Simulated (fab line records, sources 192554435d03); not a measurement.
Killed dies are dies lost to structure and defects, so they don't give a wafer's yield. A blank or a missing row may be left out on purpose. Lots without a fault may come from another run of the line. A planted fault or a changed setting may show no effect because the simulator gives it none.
One fault seen from 3 desks | flow n5_finfet | each desk has only its own numbers; what lay behind them comes last

THE DEFECT DESK
What the inspections along the route counted, lot by lot: means of the sampled wafers that have a number. A lot is out of limits, marked OUT, if its mean lies more than 4 standard deviations from the usual mean; the brackets give that distance.
Columns: A = raw_defect_count at N5_PASSIVATION_INSPECT_67, usual 2.1
lot  | first seen here | A
L964 | day 12 07:32    | 2.3
L963 | day 12 12:25    | 2.7
L965 | day 12 12:34    | 2.7
L967 | day 12 23:10    | 3.0
L966 | day 13 00:26    | 1.7
L970 | day 14 01:02    | 1.0
L974 | day 14 14:30    | 2.5
L979 | day 16 15:56    | 0.7
L984 | day 17 07:17    | 2.3
L981 | day 17 07:37    | 2.3
This desk's finding: nothing out of limits on any of the 10 lots.

THE TOOL OWNER'S DESK: rie_diel-04
The tool's own readings at N5_BEOL_M10_VIA_ETCH_34 (etches SiCOH lowk in C4F6/O2, target depth 184.5 nm, time 69.2 s): means of the sampled wafers that have a number, for each lot that ran on this tool. A lot is out of limits, marked OUT, if its mean lies more than 4 standard deviations from the usual mean; the brackets give that distance.
Columns: A = C4F6_flow_sccm at N5_BEOL_M10_VIA_ETCH_34, usual 10.00 sccm; B = drypump_motor_current_A at N5_BEOL_M10_VIA_ETCH_34, usual 6.0 A; C = oes_o_777_au at N5_BEOL_M10_VIA_ETCH_34, usual 0.79 a.u.; D = oes_product_au at N5_BEOL_M10_VIA_ETCH_34, usual 0.79 a.u.; E = rf_vpp_V at N5_BEOL_M10_VIA_ETCH_34, usual 661 V; F = showerhead_plenum_p_Torr at N5_BEOL_M10_VIA_ETCH_34, usual 2.85 Torr; G = throttle_valve_pct at N5_BEOL_M10_VIA_ETCH_34, usual 20.89 %
lot  | first seen here | A     | B   | C    | D    | E   | F    | G
L966 | day 10 22:33    | 10.01 | 6.0 | 0.73 | 0.74 | 669 | 2.78 | 20.74
L967 | day 11 04:56    | 10.01 | 5.9 | 0.74 | 0.73 | 658 | 2.78 | 20.68
L970 | day 11 23:31    | 10.00 | 6.0 | 0.72 | 0.69 | 669 | 2.78 | 20.74
L974 | day 12 15:48    | 9.98  | 6.0 | 0.71 | 0.68 | 669 | 2.77 | 20.75
L984 | day 15 09:23    | 10.00 | 5.8 | 0.69 | 0.70 | 649 | 2.70 | 20.76
This desk's finding: nothing out of limits on any of the 5 lots.

THE METROLOGY DESK
What the gauges read, lot by lot, whatever tool the lot ran on: means of the sampled wafers that have a number. A lot is out of limits, marked OUT, if its mean lies more than 4 standard deviations from the usual mean; the brackets give that distance. Of its 11 readings 7 are shown: those that lie furthest out on some lot.
Columns: A = DIBL_N at N5_BEOL_M4_RC_MEAS_101, usual 37.5 mV/V; B = ION_N at N5_BEOL_M4_RC_MEAS_101, usual 677 uA/um; C = ION_P at N5_BEOL_M4_RC_MEAS_101, usual 464 uA/um; D = SS_N at N5_BEOL_M4_RC_MEAS_101, usual 72.0 mV/dec; E = SS_P at N5_BEOL_M4_RC_MEAS_101, usual 73.5 mV/dec; F = VT_N at N5_BEOL_M4_RC_MEAS_101, usual 249 mV; G = cd_nm at N5_PASSIVATION_CD_MEAS_30, usual 3999.8 nm
lot  | first seen here | A    | B   | C   | D    | E    | F   | G
L964 | day 7 19:20     | 38.3 | 678 | 463 | 72.3 | 73.9 | 245 | 3999.9
L963 | day 8 00:23     | 38.7 | 675 | 455 | 72.4 | 73.7 | 250 | 3998.6
L965 | day 8 15:20     | 36.5 | 684 | 466 | 72.7 | 73.2 | 248 | 4000.5
L966 | day 8 17:16     | 34.9 | 665 | 462 | 71.9 | 72.8 | 252 | 3996.6
L967 | day 8 20:15     | 38.3 | 672 | 463 | 72.3 | 73.6 | 252 | 3998.7
L970 | day 9 20:13     | 37.7 | 687 | 476 | 71.7 | 74.2 | 248 | 4000.3
L974 | day 10 11:45    | 38.1 | 682 | 467 | 72.0 | 73.3 | 249 | 3998.4
L979 | day 12 09:42    | 40.3 | 693 | 472 | 72.9 | 74.5 | 246 | 4000.2
L981 | day 13 02:58    | 38.2 | 678 | 462 | 72.2 | 73.6 | 248 | 4004.3
L984 | day 13 10:32    | 36.3 | 674 | 464 | 71.9 | 73.2 | 249 | 3998.4
This desk's finding: nothing out of limits on any of the 10 lots.

PUT TOGETHER
The defect desk saw nothing out of limits.
The tool owner's desk saw nothing out of limits.
The metrology desk saw nothing out of limits.

WHAT THE SIMULATOR HAD PUT IN
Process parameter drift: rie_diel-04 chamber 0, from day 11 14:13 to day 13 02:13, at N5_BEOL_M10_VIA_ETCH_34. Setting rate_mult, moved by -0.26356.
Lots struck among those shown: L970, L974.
